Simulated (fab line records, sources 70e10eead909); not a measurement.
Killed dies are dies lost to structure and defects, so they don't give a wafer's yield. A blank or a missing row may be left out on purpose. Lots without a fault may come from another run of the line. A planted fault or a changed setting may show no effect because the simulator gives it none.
Which tool did it? | flow nand_harc | 11 lots, 33 wafers sampled, at 1 step of a route of 1159

WHAT THE GAUGES READ, wafer by wafer
NHARC_A_CHANNEL_HOLE_D1_OVL_MEAS_11. Usual: overlay_x_nm 0.0 nm, standard deviation 0.79; overlay_y_nm 0.0 nm, standard deviation 0.67.
lot  | measured     | on         | overlay_x_nm (nm) | overlay_y_nm (nm) | flag
L914 | day 8 10:09  | overlay-01 | 0.4 0.2 -0.2      | 0.8 0.9 0.7       |
L917 | day 8 19:25  | overlay-01 | -0.9 -0.3 -0.4    | -1.0 -0.9 -0.6    |
L921 | day 10 00:18 | overlay-02 | 0.7 0.6 0.6       | -0.6 0.0 -0.1     |
L920 | day 10 00:38 | overlay-02 | 0.8 0.8 0.8       | -1.2 -1.2 -1.5    |
L923 | day 10 12:16 | overlay-02 | -0.2 0.3 0.4      | -0.3 -0.6 -0.4    |
L927 | day 11 13:53 | overlay-02 | -0.9 -0.6 -0.8    | -0.3 0.3 0.2      |
L926 | day 11 14:10 | overlay-01 | -0.2 0.2 0.1      | -0.5 -0.3 0.0     |
L931 | day 12 19:17 | overlay-01 | -0.7 -0.6 -0.3    | 0.1 -0.1 0.4      |
L934 | day 13 03:35 | overlay-02 | 0.2 0.3 0.2       | 1.0 1.4 1.0       |
L936 | day 13 12:31 | overlay-02 | -0.4 -0.5 -0.4    | 0.9 0.4 0.3       |
L937 | day 13 14:25 | overlay-02 | -0.6 -0.7 -0.7    | -0.2 0.0 -0.2     |

WHICH TOOL RAN EACH LOT (tool, then ch and the chambers of the sampled wafers, then the start)
The record holds no process step before these readings.

WHAT THE TOOLS THEMSELVES READ (means of the sampled wafers that have a number; where no wafer has one, the mark that the record gives instead)
The record holds no such reading with a usual standard deviation.

THE ANSWER, worked out from the rows above alone
Rule: a lot is off if the mean of its wafers that have a number lies more than 3 standard deviations from the usual mean. A lot without any number at a reading at which 4 lots or more have one is off too. The other lots that the step has rows for count as sound. The gauges are gone through in route order, then the tools' own readings, and for those a lot's mean is taken as printed above. The first step at which some lot is off is used, and at that step the reading that is off furthest; a lot without a number counts as furthest.
No lot is off at any reading shown: from this, nothing can be told.

WHAT THE SIMULATOR HAD PUT IN
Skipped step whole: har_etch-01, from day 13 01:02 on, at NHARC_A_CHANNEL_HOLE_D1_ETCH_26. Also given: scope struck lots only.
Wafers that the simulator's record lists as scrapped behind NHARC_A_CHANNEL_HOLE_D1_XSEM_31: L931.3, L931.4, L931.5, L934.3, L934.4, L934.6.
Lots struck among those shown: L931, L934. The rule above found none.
